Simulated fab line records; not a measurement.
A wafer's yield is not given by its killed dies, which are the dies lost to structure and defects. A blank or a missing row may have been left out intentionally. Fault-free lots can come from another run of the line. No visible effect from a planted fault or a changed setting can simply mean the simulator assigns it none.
Problem report, 8D (eight disciplines) form, completed by code | flow nand harc | the parts of the form that need people (team, actions taken, sign-off) are left out

1. PROBLEM STATEMENT
Mean of exposure dose mJ cm2 at NHARC_A_STAIRCASE_EXPOSE_286: 16.125 across 6 wafers in 2 lots; on wafers with no fault it is 25.013 (standard deviation 0.024). That is -99 or more standard deviations from the usual mean.
The step: exposes mask CHOP 100.
Earliest sighting: wafer L118.1 on krf scanner-01 at day 21 16:43. Wafers with a number at this step in the record: 33, from 11 lots. The rule behind "out" and "out of limits": a value lying over 4 standard deviations away from the usual mean. The rest of the wafers with a number are treated as sound.

2. WHAT IT IS, AND WHAT IT ISN'T
question                    | is                     | is not
which readings at this step | exposure dose mJ cm2   | focus offset nm
which lots                  | L118, L123             | L107, L108, L109, L110, L111, L112, L115, L127, L128
which wafers of those lots  | all that have a number | -
read on which tools         | krf scanner-01         | krf scanner-02, krf scanner-03
when                        | from day 21 16:43      | up to then (21 sound wafers); but 6 sound wafers of L127, L128 came after

3. SUSPECTS, AND WHAT RULES EACH OUT
Counting: a tool stays on the suspect list if, at a process step up to the reading, it processed all lots that are out and no sound lot following the first of them.
- krf scanner-01 at NHARC_A_STAIRCASE_EXPOSE_286 (exposes mask CHOP 100): kept. Every lot that is out went through it, starting with L118 (day 21 16:43), and after that it ran no sound lot; the last sound lot it ran before then is L112 (day 18 11:25). Its own exposure dose mJ cm2 readings are out on those wafers.
The count leaves krf scanner-01 at NHARC_A_STAIRCASE_EXPOSE_286.

4. THE CAUSE (what the simulator had put in)
Drift in process parameters on krf scanner-01 at NHARC_A_STAIRCASE_EXPOSE_286, starting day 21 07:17. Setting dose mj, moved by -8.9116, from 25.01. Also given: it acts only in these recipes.
After counting, this tool was the only one left.

5. SEQUENCE OF EFFECTS, ordered by route
Each row: a reading whose mean over the struck wafers that have a number lies more than 3 standard deviations from the usual. Only readings for which the record gives a usual standard deviation are gone through. hours: the time from each lot's start at the first step in this table that gives one to its start at this step, as a median over the lots. sigmas: the change in usual standard deviations.
hours | step                         | reading              | usual  | on struck wafers | change | sigmas
0     | NHARC_A_STAIRCASE_EXPOSE_286 | exposure dose mJ cm2 | 25.013 | 16.125           | -8.888 | -99 or more
Here are the process steps it includes:
- NHARC_A_STAIRCASE_EXPOSE_286: exposes mask CHOP 100.

6. HOW IT WOULD HAVE BEEN CAUGHT EARLIER
In this record no reading fell out of limits until day 21 16:43, 9 hours after the fault had begun at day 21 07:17.
